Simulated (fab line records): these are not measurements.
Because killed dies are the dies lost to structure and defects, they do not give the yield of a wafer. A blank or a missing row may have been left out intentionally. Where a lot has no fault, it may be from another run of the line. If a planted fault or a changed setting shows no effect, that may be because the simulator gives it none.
Chamber matching / flow nand_harc / rie_diel-07 running NHARC_A_CONTACT_ETCH_91: 4 sister chambers
The step etches the open film in CH3F/O2, target depth 40 nm, time 85.7 s. 30 wafers are shown with their chamber, then 12 later ones without.

WAFERS PAIRED WITH THEIR CHAMBERS
wafer=L074.1; chamber=2; showerhead_plenum_p_Torr (Torr)=2.37; drypump_motor_current_A (A)=5.1; rf_vpp_V (V)=242.4
wafer=L074.2; chamber=0; showerhead_plenum_p_Torr (Torr)=2.59; drypump_motor_current_A (A)=5.7; rf_vpp_V (V)=245.8
wafer=L074.6; chamber=0; showerhead_plenum_p_Torr (Torr)=2.59; drypump_motor_current_A (A)=5.7; rf_vpp_V (V)=246.7
wafer=L076.1; chamber=3; showerhead_plenum_p_Torr (Torr)=2.66; drypump_motor_current_A (A)=5.7; rf_vpp_V (V)=246.8
wafer=L076.2; chamber=2; showerhead_plenum_p_Torr (Torr)=2.37; drypump_motor_current_A (A)=5.1; rf_vpp_V (V)=242.0
wafer=L076.6; chamber=3; showerhead_plenum_p_Torr (Torr)=2.66; drypump_motor_current_A (A)=5.7; rf_vpp_V (V)=248.1
wafer=L077.2; chamber=1; showerhead_plenum_p_Torr (Torr)=2.30; drypump_motor_current_A (A)=5.9; rf_vpp_V (V)=240.8
wafer=L077.3; chamber=2; showerhead_plenum_p_Torr (Torr)=2.37; drypump_motor_current_A (A)=5.1; rf_vpp_V (V)=241.7
wafer=L077.4; chamber=3; showerhead_plenum_p_Torr (Torr)=2.66; drypump_motor_current_A (A)=5.8; rf_vpp_V (V)=246.8
wafer=L078.1; chamber=3; showerhead_plenum_p_Torr (Torr)=2.66; drypump_motor_current_A (A)=5.8; rf_vpp_V (V)=247.3
wafer=L078.3; chamber=1; showerhead_plenum_p_Torr (Torr)=2.30; drypump_motor_current_A (A)=5.9; rf_vpp_V (V)=242.8
wafer=L078.6; chamber=2; showerhead_plenum_p_Torr (Torr)=2.37; drypump_motor_current_A (A)=5.1; rf_vpp_V (V)=243.3
wafer=L079.4; chamber=0; showerhead_plenum_p_Torr (Torr)=2.59; drypump_motor_current_A (A)=5.7; rf_vpp_V (V)=246.1
wafer=L079.5; chamber=2; showerhead_plenum_p_Torr (Torr)=2.37; drypump_motor_current_A (A)=5.1; rf_vpp_V (V)=241.9
wafer=L079.6; chamber=3; showerhead_plenum_p_Torr (Torr)=2.66; drypump_motor_current_A (A)=5.8; rf_vpp_V (V)=247.6
wafer=L081.1; chamber=0; showerhead_plenum_p_Torr (Torr)=2.59; drypump_motor_current_A (A)=5.8; rf_vpp_V (V)=247.7
wafer=L081.4; chamber=1; showerhead_plenum_p_Torr (Torr)=2.30; drypump_motor_current_A (A)=5.8; rf_vpp_V (V)=243.2
wafer=L081.5; chamber=2; showerhead_plenum_p_Torr (Torr)=2.37; drypump_motor_current_A (A)=5.1; rf_vpp_V (V)=241.7
wafer=L082.3; chamber=1; showerhead_plenum_p_Torr (Torr)=2.30; drypump_motor_current_A (A)=5.9; rf_vpp_V (V)=244.0
wafer=L082.5; chamber=3; showerhead_plenum_p_Torr (Torr)=2.65; drypump_motor_current_A (A)=5.7; rf_vpp_V (V)=246.4
wafer=L082.6; chamber=0; showerhead_plenum_p_Torr (Torr)=2.59; drypump_motor_current_A (A)=5.8; rf_vpp_V (V)=246.4
wafer=L085.1; chamber=3; showerhead_plenum_p_Torr (Torr)=2.65; drypump_motor_current_A (A)=5.8; rf_vpp_V (V)=249.1
wafer=L085.2; chamber=0; showerhead_plenum_p_Torr (Torr)=2.59; drypump_motor_current_A (A)=5.8; rf_vpp_V (V)=246.6
wafer=L085.4; chamber=1; showerhead_plenum_p_Torr (Torr)=2.29; drypump_motor_current_A (A)=5.9; rf_vpp_V (V)=242.5
wafer=L083.1; chamber=2; showerhead_plenum_p_Torr (Torr)=2.37; drypump_motor_current_A (A)=5.1; rf_vpp_V (V)=242.8
wafer=L083.3; chamber=3; showerhead_plenum_p_Torr (Torr)=2.65; drypump_motor_current_A (A)=5.8; rf_vpp_V (V)=247.8
wafer=L083.6; chamber=0; showerhead_plenum_p_Torr (Torr)=2.59; drypump_motor_current_A (A)=5.7; rf_vpp_V (V)=246.6
wafer=L088.2; chamber=0; showerhead_plenum_p_Torr (Torr)=2.58; drypump_motor_current_A (A)=5.8; rf_vpp_V (V)=245.3
wafer=L088.3; chamber=3; showerhead_plenum_p_Torr (Torr)=2.65; drypump_motor_current_A (A)=5.8; rf_vpp_V (V)=246.7
wafer=L088.6; chamber=2; showerhead_plenum_p_Torr (Torr)=2.37; drypump_motor_current_A (A)=5.1; rf_vpp_V (V)=242.0

SIGNATURES (averages over the wafers above)
reading=showerhead_plenum_p_Torr; chamber 0=2.5888; chamber 1=2.2980; chamber 2=2.3700; chamber 3=2.6556; scatter within a chamber=0.00387
reading=drypump_motor_current_A; chamber 0=5.750; chamber 1=5.880; chamber 2=5.100; chamber 3=5.767; scatter within a chamber=0.043
reading=rf_vpp_V; chamber 0=246.400; chamber 1=242.660; chamber 2=242.225; chamber 3=247.400; scatter within a chamber=0.813
Rule: for each reading, subtract the chamber's mean from the wafer's reading, divide by that reading's scatter and square the result; add these up over the readings and take the root, which gives the wafer's distance from the chamber. The wafer belongs to the nearest chamber; if the next one is less than 2 further off, it can't be placed. The scatter: the root of (the sum of the squares of (reading less its chamber's mean) over the shown wafers, divided by (wafers less chambers)).

WAFERS WITHOUT THEIR CHAMBER
wafer=L090.2; showerhead_plenum_p_Torr (Torr)=2.58; drypump_motor_current_A (A)=5.7; rf_vpp_V (V)=247.1
wafer=L090.3; showerhead_plenum_p_Torr (Torr)=2.65; drypump_motor_current_A (A)=5.8; rf_vpp_V (V)=247.8
wafer=L090.5; showerhead_plenum_p_Torr (Torr)=2.58; drypump_motor_current_A (A)=5.7; rf_vpp_V (V)=245.3
wafer=L091.1; showerhead_plenum_p_Torr (Torr)=2.36; drypump_motor_current_A (A)=5.1; rf_vpp_V (V)=244.5
wafer=L091.4; showerhead_plenum_p_Torr (Torr)=2.29; drypump_motor_current_A (A)=5.9; rf_vpp_V (V)=241.9
wafer=L091.6; showerhead_plenum_p_Torr (Torr)=2.29; drypump_motor_current_A (A)=5.9; rf_vpp_V (V)=241.6
wafer=L094.2; showerhead_plenum_p_Torr (Torr)=2.29; drypump_motor_current_A (A)=5.9; rf_vpp_V (V)=242.6
wafer=L094.5; showerhead_plenum_p_Torr (Torr)=2.58; drypump_motor_current_A (A)=5.7; rf_vpp_V (V)=245.1
wafer=L094.6; showerhead_plenum_p_Torr (Torr)=2.29; drypump_motor_current_A (A)=5.9; rf_vpp_V (V)=242.0
wafer=L096.3; showerhead_plenum_p_Torr (Torr)=2.29; drypump_motor_current_A (A)=5.9; rf_vpp_V (V)=242.1
wafer=L096.4; showerhead_plenum_p_Torr (Torr)=2.65; drypump_motor_current_A (A)=5.8; rf_vpp_V (V)=247.6
wafer=L096.6; showerhead_plenum_p_Torr (Torr)=2.65; drypump_motor_current_A (A)=5.8; rf_vpp_V (V)=246.8

WHICH CHAMBER EACH ONE RAN IN
wafer=L090.2; from the rows above=0; in truth=0
wafer=L090.3; from the rows above=3; in truth=3
wafer=L090.5; from the rows above=0; in truth=0
wafer=L091.1; from the rows above=2; in truth=2
wafer=L091.4; from the rows above=1; in truth=1
wafer=L091.6; from the rows above=1; in truth=1
wafer=L094.2; from the rows above=1; in truth=1
wafer=L094.5; from the rows above=0; in truth=0
wafer=L094.6; from the rows above=1; in truth=1
wafer=L096.3; from the rows above=1; in truth=1
wafer=L096.4; from the rows above=3; in truth=3
wafer=L096.6; from the rows above=3; in truth=3
Placed correctly: 12 of 12. From these rows, 0 cannot be placed. 0 placed wrongly.
